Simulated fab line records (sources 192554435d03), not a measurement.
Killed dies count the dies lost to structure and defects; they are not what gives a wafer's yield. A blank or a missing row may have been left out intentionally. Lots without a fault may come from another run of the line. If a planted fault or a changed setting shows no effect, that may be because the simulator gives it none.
Which tool is to blame? + flow n5 finfet + 22 lots, 66 wafers sampled, at 1 step of a route of 1938

WHAT THE GAUGES READ, wafer by wafer
N5_FIN_SAQP_THK_MEAS_05. Usual: thk nm at 37.9 nm, with a standard deviation of 0.62.
| lot  | measured    | on            | thk nm (nm)    | flag |
|------|-------------|---------------|----------------|------|
| L074 | day 1 20:52 | film metro-02 | 36.2 36.6 37.6 |      |
| L075 | day 2 03:14 | film metro-02 | 37.8 37.9 38.1 |      |
| L077 | day 2 15:28 | film metro-01 | 39.0 38.1 37.8 |      |
| L078 | day 2 22:21 | film metro-01 | 38.2 37.5 38.6 |      |
| L079 | day 3 02:53 | film metro-02 | 38.2 37.2 37.4 |      |
| L080 | day 3 09:41 | film metro-02 | 37.9 37.1 37.4 |      |
| L081 | day 3 15:20 | film metro-01 | 37.2 37.4 37.7 |      |
| L082 | day 3 21:52 | film metro-01 | 37.5 37.4 38.2 |      |
| L083 | day 4 03:38 | film metro-02 | 38.5 38.0 38.2 |      |
| L084 | day 4 08:35 | film metro-02 | 37.5 37.9 37.9 |      |
| L085 | day 4 14:44 | film metro-02 | 37.9 38.7 39.2 |      |
| L086 | day 4 23:22 | film metro-02 | 37.3 37.4 38.3 |      |
| L087 | day 5 05:09 | film metro-02 | 39.0 39.6 38.7 |      |
| L088 | day 5 08:34 | film metro-02 | 38.0 38.1 37.5 |      |
| L089 | day 5 15:01 | film metro-02 | 37.9 38.6 38.4 |      |
| L090 | day 5 20:58 | film metro-01 | 37.4 37.6 37.4 |      |
| L091 | day 6 03:40 | film metro-01 | 37.7 37.8 38.2 |      |
| L092 | day 6 08:37 | film metro-02 | 37.1 37.2 37.7 |      |
| L093 | day 6 14:47 | film metro-01 | 37.2 38.0 38.3 |      |
| L095 | day 7 03:00 | film metro-02 | 38.5 37.4 38.6 |      |
| L096 | day 7 10:06 | film metro-01 | 36.5 38.0 37.8 |      |
| L097 | day 7 18:15 | film metro-02 | 37.7 38.3 38.8 |      |

WHICH TOOL RAN EACH LOT (tool, then ch and the chambers of the sampled wafers, then the start)
Before these readings, the record contains no process step.

WHAT THE TOOLS THEMSELVES READ (means of the sampled wafers that have a number; where no wafer has one, the mark that the record gives instead)
The record holds no such reading with a usual standard deviation.

THE ANSWER, worked out from the rows above alone
Rule: lot off if the mean of its wafers having a number is beyond 3 standard deviations from the usual mean. Also off: a lot with no number at a reading for which 4 or more lots have one. The other lots that the step has rows for count as sound. Order of review: gauges by route order, followed by the tools' own readings, for which a lot's mean as printed above is used. The first step at which some lot is off is used, and at that step the reading that is off furthest; a lot without a number counts as furthest.
None of the lots is off at any reading shown; this tells nothing.

WHAT THE SIMULATOR HAD INSERTED
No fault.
